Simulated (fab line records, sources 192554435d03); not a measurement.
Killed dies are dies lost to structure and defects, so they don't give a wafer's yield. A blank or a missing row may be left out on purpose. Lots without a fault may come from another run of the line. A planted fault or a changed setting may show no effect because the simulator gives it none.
Chamber matching | flow n5_finfet | N5_BEOL_M0_SAQP_MANDREL2_REMOVE_110 on rie_si-06: 4 sister chambers
The step chemistry HBr/Cl2/O2, target a-Si, stops on SiCN, bt time 10 s. 4 wafers are shown with their chamber, then 9 later ones without.

WAFERS WITH THEIR CHAMBER
wafer  | chamber | oes_product_au (a.u.)
L080.1 | 1       | 1.001
L088.2 | 0       | 0.991
L088.3 | 3       | 0.967
L088.5 | 2       | 0.999

WAFERS WITHOUT THEIR CHAMBER
wafer  | oes_product_au (a.u.)
L089.1 | 0.993
L089.2 | 0.965
L089.4 | 1.002
L092.2 | 0.986
L092.4 | 0.989
L092.6 | 0.989
L097.1 | 0.989
L097.2 | 0.962
L097.6 | 1.000

WHICH CHAMBER EACH WENT THROUGH
wafer  | from the rows above     | in truth
L089.1 | can't be placed: 0 or 2 | 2
L089.2 | 3                       | 3
L089.4 | can't be placed: 1 or 2 | 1
L092.2 | 0                       | 0
L092.4 | 0                       | 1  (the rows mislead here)
L092.6 | 0                       | 0
L097.1 | 0                       | 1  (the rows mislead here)
L097.2 | 3                       | 3
L097.6 | can't be placed: 1 or 2 | 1
Placed correctly: 4 of 9. Can't be placed from these rows: 3 (the true chamber is among the candidates in 3). Placed wrongly: 2.
How it was worked out, from the rows above alone: a wafer's distance from a chamber is the root of the sum, over the readings, of the square of ((its reading less the chamber's mean) divided by the reading's scatter). The wafer belongs to the nearest chamber; if the next one is less than 2 further off, it can't be placed. A chamber's mean is the mean of its shown wafers. The scatter: with one shown wafer a chamber, the root of the mean of the squares of how far each hidden wafer lies from its nearest shown one.
